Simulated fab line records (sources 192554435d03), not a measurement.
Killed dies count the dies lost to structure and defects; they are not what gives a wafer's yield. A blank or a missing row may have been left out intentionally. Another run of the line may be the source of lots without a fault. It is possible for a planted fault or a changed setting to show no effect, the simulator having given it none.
Chamber matching | flow n5-finfet | ald-sin-03 running N5_BEOL_M0_SAQP_SPACER1_ALD_98: 4 sister chambers
The step deposits SiO2, target thk 12.8 nm, pulse time 1 s, purge time 2 s. 18 wafers are shown with their chamber, then 9 later ones without.

## WAFERS, EACH WITH ITS CHAMBER
wafer  | chamber | heater-power-outer-w (W) | heater-power-w (W) | precursor-pulse-height-rel
L075.2 | 1       | 246                      | 417                | 1.023
L075.3 | 3       | 265                      | 475                | 1.018
L075.6 | 3       | 270                      | 478                | 1.006
L078.2 | 2       | 297                      | 487                | 1.002
L078.5 | 3       | 258                      | 467                | 0.996
L078.6 | 0       | 246                      | 450                | 0.986
L079.4 | 2       | 296                      | 503                | 1.033
L079.5 | 2       | 300                      | 506                | 0.979
L079.6 | 1       | 235                      | 409                | 0.970
L080.3 | 3       | 270                      | 468                | 0.996
L080.4 | 0       | 254                      | 456                | 0.984
L080.6 | 1       | 236                      | 405                | 0.978
L082.1 | 1       | 235                      | 415                | 1.007
L082.2 | 3       | 264                      | 460                | 1.008
L082.3 | 2       | 293                      | 504                | 0.963
L090.1 | 0       | 252                      | 445                | 0.998
L090.3 | 2       | 298                      | 507                | 0.988
L090.6 | 1       | 237                      | 413                | 1.012

SIGNATURES (averages over the wafers above)
reading                    | chamber 0 | chamber 1 | chamber 2 | chamber 3 | scatter within a chamber
heater-power-outer-w       | 250.67    | 237.80    | 296.80    | 265.40    | 4.2
heater-power-w             | 450.33    | 411.80    | 501.40    | 469.60    | 6.68
precursor-pulse-height-rel | 0.98933   | 0.99800   | 0.99300   | 1.00480   | 0.0195
Rule: for a wafer and a chamber, the distance is found by dividing, reading by reading, the gap between the wafer's reading and the chamber's mean by the reading's scatter, squaring, summing and taking the root. If the next closest chamber is less than 2 further off than the closest, the wafer can't be placed; otherwise it belongs to the closest. The scatter: take each reading less its chamber's mean, square it, sum over the shown wafers, divide by the number of wafers less the number of chambers, and take the root.

## WAFERS WHOSE CHAMBER IS MISSING
wafer  | heater-power-outer-w (W) | heater-power-w (W) | precursor-pulse-height-rel
L092.3 | 292                      | 524                | 1.012
L092.4 | 239                      | 426                | 0.987
L092.6 | 300                      | 515                | 0.986
L093.1 | 256                      | 451                | 1.016
L093.3 | 252                      | 415                | 1.007
L093.4 | 259                      | 467                | 0.988
L097.3 | 246                      | 416                | 0.971
L097.4 | 252                      | 453                | 0.971
L097.5 | 259                      | 471                | 1.022

## EACH ONE'S CHAMBER
wafer  | from the rows above     | in truth
L092.3 | 2                       | 2
L092.4 | 1                       | 1
L092.6 | 2                       | 2
L093.1 | can't be placed: 0 or 3 | 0
L093.3 | can't be placed: 1 or 0 | 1
L093.4 | can't be placed: 3 or 0 | 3
L097.3 | 1                       | 1
L097.4 | 0                       | 0
L097.5 | 3                       | 3
6 of 9 placed correctly. Cannot be placed on the basis of these rows: 3; the candidates contain the true chamber in 3. 0 placed wrongly.
